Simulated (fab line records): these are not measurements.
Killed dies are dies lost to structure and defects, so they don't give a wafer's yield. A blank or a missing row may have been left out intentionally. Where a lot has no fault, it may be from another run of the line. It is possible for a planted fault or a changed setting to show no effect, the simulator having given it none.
Split-lot study -- flow n5 finfet -- 39 wafers read across 7 lots, on a route 1938 steps long

## THE SPLIT ITSELF
At N5_HKMG_FIN_ALD_75 (deposits Al2O3, target thk 1 nm, co reactant pulse time 1 s), the setting target thk a was moved away from the recipe's 10 angstrom on 18 of the 39 wafers read, by -39.1% to +59.4%. All remaining wafers had this setting at the recipe value.

The reading comes from the split's own step.

## THE READING
Al2O3_of_HKMG_FIN_ALD_75.thk nm (the simulator's own value, which no gauge read), in nm, at N5_HKMG_FIN_ALD_75 (deposits Al2O3, target thk 1 nm, co reactant pulse time 1 s). No usual value for it is given in the file.

wafer,"tool, chamber at the split","target thk a as run, angstrom",against the recipe,"Al2O3_of_HKMG_FIN_ALD_75.thk nm, nm",against lot-mates on the recipe
L078.1,"ald hk-02, 1,0,2",10,recipe,1,-
L078.2,"ald hk-02, 1,0,2",10,recipe,1,-
L078.5,"ald hk-02, 1,0,2",10,recipe,1,-
L078.3,"ald hk-02, 2,3,3",11.99,+19.9%,1.2,+0.2
L078.4,"ald hk-02, 2,3,3",11.99,+19.9%,1.2,+0.2
L078.6,"ald hk-02, 2,3,3",11.99,+19.9%,1.2,+0.2
L081.1,"ald hk-03, 0,2,3",10,recipe,1,-
L081.3,"ald hk-03, 0,2,3",10,recipe,1,-
L081.4,"ald hk-03, 0,2,3",10,recipe,1,-
L081.2,"ald hk-03, 1,3,0",15.94,+59.4%,1.6,+0.6
L081.5,"ald hk-03, 1,3,0",15.94,+59.4%,1.6,+0.6
L081.6,"ald hk-03, 1,3,0",15.94,+59.4%,1.6,+0.6
L089.1,"ald hk-03, 1,0,2",12.7,+27.0%,1.2,+0.2
L089.2,"ald hk-03, 1,0,2",12.7,+27.0%,1.2,+0.2
L089.4,"ald hk-03, 1,0,2",12.7,+27.0%,1.2,+0.2
L089.3,"ald hk-03, 3,1,2",10,recipe,1,-
L089.5,"ald hk-03, 3,1,2",10,recipe,1,-
L089.6,"ald hk-03, 3,1,2",10,recipe,1,-
L090.3,"ald hk-03, 3,3,0",10,recipe,1,-
L090.5,"ald hk-03, 3,3,0",10,recipe,1,-
L090.6,"ald hk-03, 3,3,0",10,recipe,1,-
L091.1,"ald hk-01, 3,2,1",10,recipe,1,-
L091.3,"ald hk-01, 3,2,1",10,recipe,1,-
L091.6,"ald hk-01, 3,2,1",10,recipe,1,-
L091.2,"ald hk-01, 0,1,2",6.087,-39.1%,0.6,-0.4
L091.4,"ald hk-01, 0,1,2",6.087,-39.1%,0.6,-0.4
L091.5,"ald hk-01, 0,1,2",6.087,-39.1%,0.6,-0.4
L093.1,"ald hk-02, 1,0,1",6.411,-35.9%,0.6,-0.4
L093.3,"ald hk-02, 1,0,1",6.411,-35.9%,0.6,-0.4
L093.5,"ald hk-02, 1,0,1",6.411,-35.9%,0.6,-0.4
L093.2,"ald hk-02, 2,3,2",10,recipe,1,-
L093.4,"ald hk-02, 2,3,2",10,recipe,1,-
L093.6,"ald hk-02, 2,3,2",10,recipe,1,-
L094.1,"ald hk-01, 2,0,1",10,recipe,1,-
L094.2,"ald hk-01, 2,0,1",10,recipe,1,-
L094.6,"ald hk-01, 2,0,1",10,recipe,1,-
L094.3,"ald hk-01, 1",6.929,-30.7%,0.8,-0.2
L094.4,"ald hk-01, 3,2",6.929,-30.7%,0.6,-0.4
L094.5,"ald hk-01, 3,2",6.929,-30.7%,0.6,-0.4
If several chambers appear in one row, that row covers several wafers at once and the file leaves open which wafer was in which chamber.

FIT RESULTS
A straight line over all 39 wafers: Al2O3_of_HKMG_FIN_ALD_75.thk nm changes by +0.0101 nm for each +1% of target thk a; r = +0.99; the points scatter about the line by 0.034 nm.
The same after taking each lot's own level away (the mean of its wafers on the recipe; 39 wafers): +0.0101 nm for each +1%; r = +0.99; scatter 0.034 nm.
On that fit, the largest move of target thk a shifts the reading by 0.6 nm.
The lots' own levels span 1.00 to 1.00 nm.
The two slopes are in agreement: the lot-to-lot level therefore moves the slope only a little.
Check: for one of the wafers moved furthest among these (+59.4%), held out of the fit, the line's prediction against its lot-mates is +0.589 nm. It came out at +0.6 nm against them.

## THESE WAFERS: OTHER SPLITS
Note: prior to the reading, these wafers also went through further splits. Each is held against what the fit with the lots' levels taken away leaves over:
other split on the same wafers,wafers away from the commonest value,r with Al2O3_of_HKMG_FIN_ALD_75.thk nm (lot level and that fit taken away)
N5_ZERO_LAYER_PECVD_02 time s,15,-0.21
N5_FIN_SAQP_SPACER1_ALD_24 ald cycles,9,+0.11

## FILE'S OWN FIT
Al2O3_of_HKMG_FIN_ALD_75.thk nm changes by +0.0101 nm for each +1% of target thk a, r = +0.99.
